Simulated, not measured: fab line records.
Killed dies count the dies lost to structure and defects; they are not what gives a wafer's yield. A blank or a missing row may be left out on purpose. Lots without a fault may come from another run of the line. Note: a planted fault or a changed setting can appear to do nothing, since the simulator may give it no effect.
Split-lot experiment || flow n5_finfet || route with 1938 steps; 7 lots, 39 wafers read

ABOUT THE SPLIT
At N5_BEOL_M2_VIA_ETCH_34 (etches the open film in C4F6/O2, target depth 69.4 nm, time 65.9 s), the setting time_s was moved away from the recipe's 65.9 s on 15 of the 39 wafers read, by -27.8% to +54.2%. All remaining wafers had this setting at the recipe value.

Reading taken at the split's own step.

THE READING
SOC_of_BEOL_M2_COAT_67.thk_nm (the simulator's own value, which no gauge read), in nm, at N5_BEOL_M2_VIA_ETCH_34 (etches the open film in C4F6/O2, target depth 69.4 nm, time 65.9 s). The file gives no usual value for it. Average 51.8 nm, standard deviation 0.19 nm, over the 24 wafers here run with the recipe.

{"wafer": "L079.1", "tool, chamber at the split": "rie_diel-04, 1", "time_s as run, s": 54.36, "against the recipe": "-17.5%", "SOC_of_BEOL_M2_COAT_67.thk_nm, nm": 53.2, "against lot-mates on the recipe": "+1.5"}
{"wafer": "L079.2", "tool, chamber at the split": "rie_diel-04, 2", "time_s as run, s": 65.9, "against the recipe": "recipe", "SOC_of_BEOL_M2_COAT_67.thk_nm, nm": 51.8, "against lot-mates on the recipe": "-"}
{"wafer": "L079.3", "tool, chamber at the split": "rie_diel-04, 0", "time_s as run, s": 65.9, "against the recipe": "recipe", "SOC_of_BEOL_M2_COAT_67.thk_nm, nm": 51.6, "against lot-mates on the recipe": "-"}
{"wafer": "L079.4", "tool, chamber at the split": "rie_diel-04, 3", "time_s as run, s": 65.9, "against the recipe": "recipe", "SOC_of_BEOL_M2_COAT_67.thk_nm, nm": 51.8, "against lot-mates on the recipe": "-"}
{"wafer": "L079.5", "tool, chamber at the split": "rie_diel-04, 0", "time_s as run, s": 54.36, "against the recipe": "-17.5%", "SOC_of_BEOL_M2_COAT_67.thk_nm, nm": 53, "against lot-mates on the recipe": "+1.3"}
{"wafer": "L079.6", "tool, chamber at the split": "rie_diel-04, 3", "time_s as run, s": 54.36, "against the recipe": "-17.5%", "SOC_of_BEOL_M2_COAT_67.thk_nm, nm": 53.2, "against lot-mates on the recipe": "+1.5"}
{"wafer": "L083.1", "tool, chamber at the split": "rie_diel-04, 1", "time_s as run, s": 65.9, "against the recipe": "recipe", "SOC_of_BEOL_M2_COAT_67.thk_nm, nm": 52, "against lot-mates on the recipe": "-"}
{"wafer": "L083.2", "tool, chamber at the split": "rie_diel-04, 3", "time_s as run, s": 76.85, "against the recipe": "+16.6%", "SOC_of_BEOL_M2_COAT_67.thk_nm, nm": 50.2, "against lot-mates on the recipe": -1.6}
{"wafer": "L083.3", "tool, chamber at the split": "rie_diel-04, 0", "time_s as run, s": 76.85, "against the recipe": "+16.6%", "SOC_of_BEOL_M2_COAT_67.thk_nm, nm": 50, "against lot-mates on the recipe": -1.8}
{"wafer": "L083.4", "tool, chamber at the split": "rie_diel-04, 2", "time_s as run, s": 76.85, "against the recipe": "+16.6%", "SOC_of_BEOL_M2_COAT_67.thk_nm, nm": 50.6, "against lot-mates on the recipe": -1.2}
{"wafer": "L083.5", "tool, chamber at the split": "rie_diel-04, 0", "time_s as run, s": 65.9, "against the recipe": "recipe", "SOC_of_BEOL_M2_COAT_67.thk_nm, nm": 51.4, "against lot-mates on the recipe": "-"}
{"wafer": "L083.6", "tool, chamber at the split": "rie_diel-04, 1", "time_s as run, s": 65.9, "against the recipe": "recipe", "SOC_of_BEOL_M2_COAT_67.thk_nm, nm": 52, "against lot-mates on the recipe": "-"}
{"wafer": "L084.1", "tool, chamber at the split": "rie_diel-02, 1", "time_s as run, s": 65.9, "against the recipe": "recipe", "SOC_of_BEOL_M2_COAT_67.thk_nm, nm": 51.8, "against lot-mates on the recipe": "-"}
{"wafer": "L084.5", "tool, chamber at the split": "rie_diel-02, 2", "time_s as run, s": 65.9, "against the recipe": "recipe", "SOC_of_BEOL_M2_COAT_67.thk_nm, nm": 51.8, "against lot-mates on the recipe": "-"}
{"wafer": "L084.6", "tool, chamber at the split": "rie_diel-02, 1", "time_s as run, s": 65.9, "against the recipe": "recipe", "SOC_of_BEOL_M2_COAT_67.thk_nm, nm": 51.6, "against lot-mates on the recipe": "-"}
{"wafer": "L086.1", "tool, chamber at the split": "rie_diel-05, 1", "time_s as run, s": 65.9, "against the recipe": "recipe", "SOC_of_BEOL_M2_COAT_67.thk_nm, nm": 51.8, "against lot-mates on the recipe": "-"}
{"wafer": "L086.2", "tool, chamber at the split": "rie_diel-05, 3", "time_s as run, s": 65.9, "against the recipe": "recipe", "SOC_of_BEOL_M2_COAT_67.thk_nm, nm": 52.2, "against lot-mates on the recipe": "-"}
{"wafer": "L086.3", "tool, chamber at the split": "rie_diel-05, 0", "time_s as run, s": 65.9, "against the recipe": "recipe", "SOC_of_BEOL_M2_COAT_67.thk_nm, nm": 52, "against lot-mates on the recipe": "-"}
{"wafer": "L086.4", "tool, chamber at the split": "rie_diel-05, 0", "time_s as run, s": 65.9, "against the recipe": "recipe", "SOC_of_BEOL_M2_COAT_67.thk_nm, nm": 52, "against lot-mates on the recipe": "-"}
{"wafer": "L086.5", "tool, chamber at the split": "rie_diel-05, 3", "time_s as run, s": 65.9, "against the recipe": "recipe", "SOC_of_BEOL_M2_COAT_67.thk_nm, nm": 51.8, "against lot-mates on the recipe": "-"}
{"wafer": "L086.6", "tool, chamber at the split": "rie_diel-05, 1", "time_s as run, s": 65.9, "against the recipe": "recipe", "SOC_of_BEOL_M2_COAT_67.thk_nm, nm": 51.8, "against lot-mates on the recipe": "-"}
{"wafer": "L091.1", "tool, chamber at the split": "rie_diel-02, 0", "time_s as run, s": 65.9, "against the recipe": "recipe", "SOC_of_BEOL_M2_COAT_67.thk_nm, nm": 51.6, "against lot-mates on the recipe": "-"}
{"wafer": "L091.2", "tool, chamber at the split": "rie_diel-02, 3", "time_s as run, s": 47.57, "against the recipe": "-27.8%", "SOC_of_BEOL_M2_COAT_67.thk_nm, nm": 54, "against lot-mates on the recipe": "+2.4"}
{"wafer": "L091.3", "tool, chamber at the split": "rie_diel-02, 1", "time_s as run, s": 65.9, "against the recipe": "recipe", "SOC_of_BEOL_M2_COAT_67.thk_nm, nm": 51.6, "against lot-mates on the recipe": "-"}
{"wafer": "L091.4", "tool, chamber at the split": "rie_diel-02, 2", "time_s as run, s": 47.57, "against the recipe": "-27.8%", "SOC_of_BEOL_M2_COAT_67.thk_nm, nm": 53.6, "against lot-mates on the recipe": "+2.0"}
{"wafer": "L091.5", "tool, chamber at the split": "rie_diel-02, 0", "time_s as run, s": 47.57, "against the recipe": "-27.8%", "SOC_of_BEOL_M2_COAT_67.thk_nm, nm": 53.6, "against lot-mates on the recipe": "+2.0"}
{"wafer": "L091.6", "tool, chamber at the split": "rie_diel-02, 1", "time_s as run, s": 65.9, "against the recipe": "recipe", "SOC_of_BEOL_M2_COAT_67.thk_nm, nm": 51.6, "against lot-mates on the recipe": "-"}
{"wafer": "L092.1", "tool, chamber at the split": "rie_diel-04, 0", "time_s as run, s": 101.6, "against the recipe": "+54.2%", "SOC_of_BEOL_M2_COAT_67.thk_nm, nm": 47.2, "against lot-mates on the recipe": -4.6}
{"wafer": "L092.2", "tool, chamber at the split": "rie_diel-04, 3", "time_s as run, s": 65.9, "against the recipe": "recipe", "SOC_of_BEOL_M2_COAT_67.thk_nm, nm": 51.8, "against lot-mates on the recipe": "-"}
{"wafer": "L092.3", "tool, chamber at the split": "rie_diel-04, 2", "time_s as run, s": 101.6, "against the recipe": "+54.2%", "SOC_of_BEOL_M2_COAT_67.thk_nm, nm": 47.4, "against lot-mates on the recipe": -4.4}
{"wafer": "L092.4", "tool, chamber at the split": "rie_diel-04, 1", "time_s as run, s": 65.9, "against the recipe": "recipe", "SOC_of_BEOL_M2_COAT_67.thk_nm, nm": 51.8, "against lot-mates on the recipe": "-"}
{"wafer": "L092.5", "tool, chamber at the split": "rie_diel-04, 0", "time_s as run, s": 101.6, "against the recipe": "+54.2%", "SOC_of_BEOL_M2_COAT_67.thk_nm, nm": 47, "against lot-mates on the recipe": -4.8}
{"wafer": "L092.6", "tool, chamber at the split": "rie_diel-04, 3", "time_s as run, s": 65.9, "against the recipe": "recipe", "SOC_of_BEOL_M2_COAT_67.thk_nm, nm": 51.8, "against lot-mates on the recipe": "-"}
{"wafer": "L089.1", "tool, chamber at the split": "rie_diel-05, 3", "time_s as run, s": 65.9, "against the recipe": "recipe", "SOC_of_BEOL_M2_COAT_67.thk_nm, nm": 52.2, "against lot-mates on the recipe": "-"}
{"wafer": "L089.2", "tool, chamber at the split": "rie_diel-05, 0", "time_s as run, s": 101.4, "against the recipe": "+53.9%", "SOC_of_BEOL_M2_COAT_67.thk_nm, nm": 48.2, "against lot-mates on the recipe": -3.9}
{"wafer": "L089.3", "tool, chamber at the split": "rie_diel-05, 2", "time_s as run, s": 65.9, "against the recipe": "recipe", "SOC_of_BEOL_M2_COAT_67.thk_nm, nm": 52, "against lot-mates on the recipe": "-"}
{"wafer": "L089.4", "tool, chamber at the split": "rie_diel-05, 1", "time_s as run, s": 65.9, "against the recipe": "recipe", "SOC_of_BEOL_M2_COAT_67.thk_nm, nm": 52, "against lot-mates on the recipe": "-"}
{"wafer": "L089.5", "tool, chamber at the split": "rie_diel-05, 2", "time_s as run, s": 101.4, "against the recipe": "+53.9%", "SOC_of_BEOL_M2_COAT_67.thk_nm, nm": 48, "against lot-mates on the recipe": -4.1}
{"wafer": "L089.6", "tool, chamber at the split": "rie_diel-05, 1", "time_s as run, s": 101.4, "against the recipe": "+53.9%", "SOC_of_BEOL_M2_COAT_67.thk_nm, nm": 47.8, "against lot-mates on the recipe": -4.3}

FIT RESULTS
A straight line over all 39 wafers: SOC_of_BEOL_M2_COAT_67.thk_nm changes by -0.0771 nm for each +1% of time_s; r = -0.99; the points scatter about the line by 0.27 nm.
The same after taking each lot's own level away (the mean of its wafers on the recipe; 39 wafers): -0.08 nm for each +1%; r = -0.99; scatter 0.2 nm.
Per that fit: largest time_s move, reading shift of 4.3 nm.
Across the lots, their own levels run from 51.60 to 52.07 nm, a range of 2.4 times the standard deviation given above.
So the lot-to-lot level changes the slope little: the two slopes agree.
Check: -4.32 nm against its lot-mates is what the line predicts for one of the wafers moved furthest among these (+54.2%) when that wafer is left out of the fit. It came out at -4.6 nm against them.

THESE WAFERS: OTHER SPLITS
Note: prior to the reading, these wafers also went through further splits. Each is held against what the fit with the lots' levels taken away leaves over:
{"other split on the same wafers": "N5_BEOL_M0_SAQP_SPACER2_ALD_26 target_thk_a", "wafers away from the commonest value": 12, "r with SOC_of_BEOL_M2_COAT_67.thk_nm (lot level and that fit taken away)": -0.17}

THE WHOLE CHAIN: every reading that the file lists as answering this split, in the file's order
{"step": "N5_BEOL_M2_VIA_ETCH_34", "what it does": "etches the open film in C4F6/O2, target depth 69.4 nm, time 65.9 s", "reading": "etch.depth_nm (the simulator's own value, which no gauge read)", "change (the file's fit)": "+0.695 nm for each +1% of the setting", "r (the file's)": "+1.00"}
{"step": "N5_BEOL_M2_VIA_ETCH_34", "what it does": "etches the open film in C4F6/O2, target depth 69.4 nm, time 65.9 s", "reading": "SOC_of_BEOL_M2_COAT_67.thk_nm (the simulator's own value, which no gauge read)", "change (the file's fit)": "-0.0803 nm for each +1% of the setting", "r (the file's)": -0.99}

THE FILE'S OWN FIT
SOC_of_BEOL_M2_COAT_67.thk_nm changes by -0.0803 nm for each +1% of time_s, r = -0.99.
